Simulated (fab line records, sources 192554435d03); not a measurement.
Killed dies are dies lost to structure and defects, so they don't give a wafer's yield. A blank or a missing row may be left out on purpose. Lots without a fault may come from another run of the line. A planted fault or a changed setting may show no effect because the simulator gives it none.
Problem report in the 8D (eight disciplines) form, filled by code | flow n5_finfet | the parts of the form that need people (team, actions taken, sign-off) are left out

1. THE PROBLEM
raw_defect_count at N5_BEOL_M6_INSPECT_30 reads a mean of 1744 on 2 wafers of 2 lots; wafers without a fault read 427 with a standard deviation of 100. That is +13 standard deviations from the usual mean.
The step: inspects for defects (brightfield).
First seen on wafer L919.2, day 10 22:59, on defect_inspect-01. The record holds 30 wafers of 10 lots with a number at this step. Rule for "out", or "out of limits": more than 4 standard deviations from the usual mean. The other wafers with a number count as sound.

2. WHAT IT IS AND WHAT IT IS NOT
question                    | is                                   | is not
which readings at this step | raw_defect_count                     | -
which lots                  | L919, L924                           | L913, L914, L926, L927, L930, L931, L933, L936
which wafers of those lots  | L919.2, L924.3                       | L919.1, L919.4, L924.1, L924.5
read on which gauges        | defect_inspect-01, defect_inspect-02 | -
when                        | from day 10 22:59                    | up to then (8 sound wafers); but 20 sound wafers of L924, L926, L927, L930, L931, L933, L936 came after

3. SUSPECTS, AND WHAT RULES EACH OUT
Counting: a tool at a process step up to the reading stays a suspect if it ran every lot that is out. Sound lots after the first of them don't rule it out here, since some wafers of a struck lot are sound.
- the gauge at N5_BEOL_M6_INSPECT_30: ruled out. The wafers that are out were read on 2 gauges (defect_inspect-01, defect_inspect-02).
- rie_diel-04 at N5_BEOL_M6_STRIP_67 (strips in CF4): kept. It ran every lot that is out, first L919 (day 10 22:11).
- Within rie_diel-04 at N5_BEOL_M6_STRIP_67: the wafers that are out ran in chamber 0; their sound lot-mates ran in chambers 1, 2, 3.
Left after counting: rie_diel-04 at N5_BEOL_M6_STRIP_67.

4. THE CAUSE (what the simulator had put in)
Chamber particle source: rie_diel-04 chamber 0, from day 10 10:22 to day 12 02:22, at N5_BEOL_M6_STRIP_67. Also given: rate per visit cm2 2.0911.
Counting left only this tool.

5. THE CHAIN OF EFFECTS, in route order
Each row: a reading whose mean over the struck wafers that have a number lies more than 3 standard deviations from the usual. Only readings for which the record gives a usual standard deviation are gone through. hours: the time from each lot's start at the first step in this table that gives one to its start at this step, as a median over the lots. sigmas: the change in usual standard deviations.
hours | step                    | reading              | usual  | on struck wafers | change | sigmas
0     | N5_BEOL_M6_INSPECT_30   | raw_defect_count     | 427    | 1744             | +1317  | +13
82    | N5_PASSIVATION_PROBE_49 | defect_limited_yield | 91.0 % | 79.4             | -11.6  | -7.7
82    | N5_PASSIVATION_PROBE_49 | killed_at_M4_up      | 14     | 164              | +150   | +26
82    | N5_PASSIVATION_PROBE_49 | killed_dies          | 106    | 243              | +137   | +8.1
82    | N5_PASSIVATION_PROBE_49 | sort_bin_5_function  | 5.2 %  | 12.4             | +7.2   | +7.7
82    | N5_PASSIVATION_PROBE_49 | sort_n_pass          | 1074   | 937              | -137   | -8.1
82    | N5_PASSIVATION_PROBE_49 | sort_yield_pct       | 91.0 % | 79.4             | -11.6  | -7.7
The process steps in it:
- N5_PASSIVATION_PROBE_49

6. WHAT WOULD HAVE CAUGHT IT SOONER
In this record the first reading out of limits at a measuring or inspecting step was taken at day 10 22:59, 13 hours after the fault began at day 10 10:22.
Of the tool readings at N5_BEOL_M6_STRIP_67 for which the record gives a usual standard deviation, none was out on any struck wafer, so an alarm limit of 4 standard deviations on them would not have fired.
Of the lots that are out (2), L924 began N5_BEOL_M6_STRIP_67 on rie_diel-04 after day 10 22:59. A hold on the tool at that time would have spared it.
